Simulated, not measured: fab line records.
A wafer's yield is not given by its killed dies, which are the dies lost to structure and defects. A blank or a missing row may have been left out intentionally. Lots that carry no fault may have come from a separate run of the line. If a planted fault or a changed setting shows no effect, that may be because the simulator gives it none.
Matching of chambers || flow nand harc || NHARC_P_M2_PRE_CLEAN_32 on pecvd-02 has 3 sister chambers
The step time 12 s. 3 wafers are shown with their chamber, then 10 later ones without.

== WAFERS PAIRED WITH THEIR CHAMBERS ==
{"wafer": "L090.3", "chamber": 1, "heater power w (W)": 620}
{"wafer": "L091.1", "chamber": 0, "heater power w (W)": 528}
{"wafer": "L091.5", "chamber": 2, "heater power w (W)": 551}

== WAFERS WITH NO CHAMBER GIVEN ==
{"wafer": "L091.6", "heater power w (W)": 629}
{"wafer": "L092.1", "heater power w (W)": 623}
{"wafer": "L092.2", "heater power w (W)": 579}
{"wafer": "L092.5", "heater power w (W)": 625}
{"wafer": "L095.1", "heater power w (W)": 532}
{"wafer": "L095.3", "heater power w (W)": 611}
{"wafer": "L095.4", "heater power w (W)": 544}
{"wafer": "L096.1", "heater power w (W)": 588}
{"wafer": "L096.4", "heater power w (W)": 584}
{"wafer": "L096.6", "heater power w (W)": 512}

== EACH ONE'S CHAMBER ==
{"wafer": "L091.6", "from the rows above": 1, "in truth": 1}
{"wafer": "L092.1", "from the rows above": 1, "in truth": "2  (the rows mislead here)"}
{"wafer": "L092.2", "from the rows above": "can't be placed: 2 or 1 or 0", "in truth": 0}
{"wafer": "L092.5", "from the rows above": 1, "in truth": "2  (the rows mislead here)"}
{"wafer": "L095.1", "from the rows above": "can't be placed: 0 or 2", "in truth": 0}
{"wafer": "L095.3", "from the rows above": 1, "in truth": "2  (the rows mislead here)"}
{"wafer": "L095.4", "from the rows above": "can't be placed: 2 or 0", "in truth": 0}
{"wafer": "L096.1", "from the rows above": "can't be placed: 1 or 2 or 0", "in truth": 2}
{"wafer": "L096.4", "from the rows above": "can't be placed: 2 or 1 or 0", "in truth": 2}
{"wafer": "L096.6", "from the rows above": "can't be placed: 0 or 2", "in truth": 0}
1 of 10 placed correctly. Can't be placed from these rows: 6 (the true chamber is among the candidates in 6). Wrongly placed: 3.
How it was worked out, from the rows above alone: a wafer's distance from a chamber is the root of the sum, over the readings, of the square of ((its reading less the chamber's mean) divided by the reading's scatter). The wafer belongs to the nearest chamber; if the next one is less than 2 further off, it can't be placed. Each chamber's mean is taken over the wafers shown for it. The scatter: with one shown wafer a chamber, the root of the mean of the squares of how far each hidden wafer lies from its nearest shown one.
